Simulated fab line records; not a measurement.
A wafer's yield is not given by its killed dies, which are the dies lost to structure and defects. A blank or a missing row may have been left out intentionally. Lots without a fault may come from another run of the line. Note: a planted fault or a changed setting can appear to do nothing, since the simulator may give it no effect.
Matching of chambers / flow nandHarc / 4 sister chambers for NHARC_A_STAIRCASE_DESCUM_186 on rieDiel-05
The step chemistry O2, time 3 s. 4 wafers are shown with their chamber, then 9 later ones without.

== WAFERS PAIRED WITH THEIR CHAMBERS ==
wafer=L079.3; chamber=3; drypumpMotorCurrentA (A)=4.9
wafer=L091.1; chamber=2; drypumpMotorCurrentA (A)=6.3
wafer=L091.2; chamber=0; drypumpMotorCurrentA (A)=5.5
wafer=L091.3; chamber=1; drypumpMotorCurrentA (A)=6.6

== WAFERS WITHOUT THEIR CHAMBER ==
wafer=L089.3; drypumpMotorCurrentA (A)=5.5
wafer=L089.4; drypumpMotorCurrentA (A)=6.6
wafer=L089.6; drypumpMotorCurrentA (A)=4.9
wafer=L092.4; drypumpMotorCurrentA (A)=6.3
wafer=L092.5; drypumpMotorCurrentA (A)=5.5
wafer=L092.6; drypumpMotorCurrentA (A)=6.6
wafer=L094.1; drypumpMotorCurrentA (A)=5.5
wafer=L094.2; drypumpMotorCurrentA (A)=4.9
wafer=L094.3; drypumpMotorCurrentA (A)=6.7

== EACH ONE'S CHAMBER ==
wafer=L089.3; from the rows above=0; in truth=0
wafer=L089.4; from the rows above=1; in truth=1
wafer=L089.6; from the rows above=3; in truth=3
wafer=L092.4; from the rows above=2; in truth=2
wafer=L092.5; from the rows above=0; in truth=0
wafer=L092.6; from the rows above=1; in truth=1
wafer=L094.1; from the rows above=0; in truth=0
wafer=L094.2; from the rows above=3; in truth=3
wafer=L094.3; from the rows above=1; in truth=1
Correctly placed: 9 of 9. Number that these rows cannot place: 0. Placed wrongly: 0.
How it was worked out, from the rows above alone: a wafer's distance from a chamber is the root of the sum, over the readings, of the square of ((its reading less the chamber's mean) divided by the reading's scatter). The wafer belongs to the nearest chamber; if the next one is less than 2 further off, it can't be placed. The mean given for a chamber averages the wafers shown for that chamber. The scatter: with one shown wafer a chamber, the root of the mean of the squares of how far each hidden wafer lies from its nearest shown one.
